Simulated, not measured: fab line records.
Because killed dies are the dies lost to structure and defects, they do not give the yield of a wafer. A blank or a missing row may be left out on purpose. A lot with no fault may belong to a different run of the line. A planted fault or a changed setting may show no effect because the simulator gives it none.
What tool caused it? | flow n5Finfet | 27 wafers from 9 lots sampled at 3 of the route's 1938 steps

WHAT EACH GAUGE READ, for each wafer
N5_BEOL_M4_RC_MEAS_101.
lot  | measured     | on        | IOFF_P (nA/um)
L494 | day 8 05:31  | prober-02 | 0.18 0.23 0.21
L500 | day 9 15:16  | prober-02 | 0.27 0.27 0.22
L501 | day 9 10:14  | prober-01 | 0.16 0.21 0.20
L502 | day 9 16:55  | prober-01 | 0.23 0.18 0.13
L506 | day 14 08:04 | prober-02 | 0.86 1.15 0.89
L507 | day 12 21:15 | prober-01 | 0.97 0.82 0.85
L514 | day 13 00:07 | prober-02 | 0.21 0.19 0.22
L515 | day 14 12:35 | prober-02 | 0.23 0.19 0.21
L516 | day 15 04:40 | prober-01 | 0.21 0.21 0.21

EACH LOT AND THE TOOL THAT RAN IT (in order: tool; ch and the chambers of the sampled wafers; start)
lot  | N5_DUMMY_GATE_ALD_02            | N5_SPACER0_ALD_08
L494 | aldSin-02 ch 0,2, day 2 23:25   | aldSin-04 ch 0,2,3, day 3 10:04
L500 | aldSin-03 ch 0,1,3, day 4 08:13 | aldSin-02 ch 2,3, day 4 23:13
L501 | aldSin-01 ch 1,2, day 4 12:16   | aldSin-02 ch 0,1,2, day 4 23:45
L502 | aldSin-02 ch 0,2,3, day 4 19:13 | aldSin-03 ch 0,3, day 5 05:27
L506 | aldSin-01 ch 0,2,3, day 5 21:07 | aldSin-02 ch 0,1,2, day 6 14:28
L507 | aldSin-01 ch 0,2, day 6 01:41   | aldSin-02 ch 0,2, day 6 15:54
L514 | aldSin-03 ch 0,1,2, day 7 21:23 | aldSin-02 ch 0,2,3, day 8 07:55
L515 | aldSin-03 ch 1,3, day 8 01:46   | aldSin-03 ch 1,2,3, day 8 12:32
L516 | aldSin-01 ch 1,3, day 8 13:44   | aldSin-02 ch 0,1,2, day 9 03:34
- N5_DUMMY_GATE_ALD_02: deposits SiO2, target thk 2 nm, pulse time 1 s.
- N5_SPACER0_ALD_08: deposits SiNx, target thk 2 nm.

THE ANSWER, worked out from the rows above alone
Rule: what is usual is taken from the lots themselves. The widest of any qualifying gaps counts: lots, ordered by their means at a reading, are off when they make up no more than a third of the lots, leave a main group of 4 or more, and stand apart from it by 3 or more times the standard deviation of that group's means. The tables above print the reading to a certain number of digits; a main group whose means all agree to those digits is not used. Also off: a lot with no number at a reading for which 4 or more lots have one. All remaining lots with rows at the step are treated as sound.
Off: at N5_BEOL_M4_RC_MEAS_101 (IOFF_P), L506, L507. Main group: mean 0.21 nA/um, sd 0.021.
A tool fits if, at a process step before that reading, it ran every lot that is off, and no sound lot after the first of them. Those tools and the gauges at N5_BEOL_M4_RC_MEAS_101 are tried in the same way. No candidate that was tried fits.

WHAT THE SIMULATOR HAD PUT IN
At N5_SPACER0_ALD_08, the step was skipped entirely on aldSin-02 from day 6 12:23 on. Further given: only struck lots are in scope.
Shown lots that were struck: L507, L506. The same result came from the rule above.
